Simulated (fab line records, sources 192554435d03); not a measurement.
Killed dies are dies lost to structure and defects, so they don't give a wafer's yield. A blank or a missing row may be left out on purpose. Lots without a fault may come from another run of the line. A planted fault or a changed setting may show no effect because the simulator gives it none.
Which tool did it? | flow n5_finfet | 12 lots, 36 wafers sampled, at 1 step of a route of 1938

WHAT THE GAUGES READ, wafer by wafer
N5_BEOL_M9_CD_MEAS_11: target cd 64.1 nm.
lot  | measured     | on        | cd_nm (nm)
L075 | day 10 17:06 | cd_sem-01 | 64.3 64.4 65.1
L077 | day 12 21:01 | cd_sem-01 | 62.5 64.3 63.4
L080 | day 13 15:09 | cd_sem-03 | 63.8 64.1 63.5
L082 | day 14 07:58 | cd_sem-03 | 63.3 63.8 63.7
L084 | day 15 03:01 | cd_sem-02 | 64.4 63.9 64.2
L087 | day 15 07:23 | cd_sem-03 | 65.1 64.4 64.7
L076 | day 15 18:12 | cd_sem-02 | 63.7 63.4 63.5
L090 | day 16 01:29 | cd_sem-01 | 64.7 64.6 63.3
L088 | day 16 18:47 | cd_sem-01 | 64.6 64.8 64.7
L094 | day 17 00:20 | cd_sem-01 | 64.5 64.4 63.7
L095 | day 17 04:15 | cd_sem-01 | 64.4 64.5 64.7
L097 | day 17 09:36 | cd_sem-01 | 64.5 64.2 64.3

WHICH TOOL RAN EACH LOT (tool, then ch and the chambers of the sampled wafers, then the start)
The record holds no process step before these readings.

THE ANSWER, worked out from the rows above alone
Rule: what is usual is taken from the lots themselves. Put in order of their means at a reading, lots are off if they are a third of the lots or fewer, leave a main group of 4 or more, and stand apart from it by a gap of 3 or more times the standard deviation of the main group's means; of several such gaps the widest counts. A main group whose means are all the same, to the digits that the tables above print for the reading, isn't used. A lot without any number at a reading at which 4 lots or more have one is off too. The other lots that the step has rows for count as sound.
No lot is off at any reading shown: from this, nothing can be told.

WHAT THE SIMULATOR HAD PUT IN
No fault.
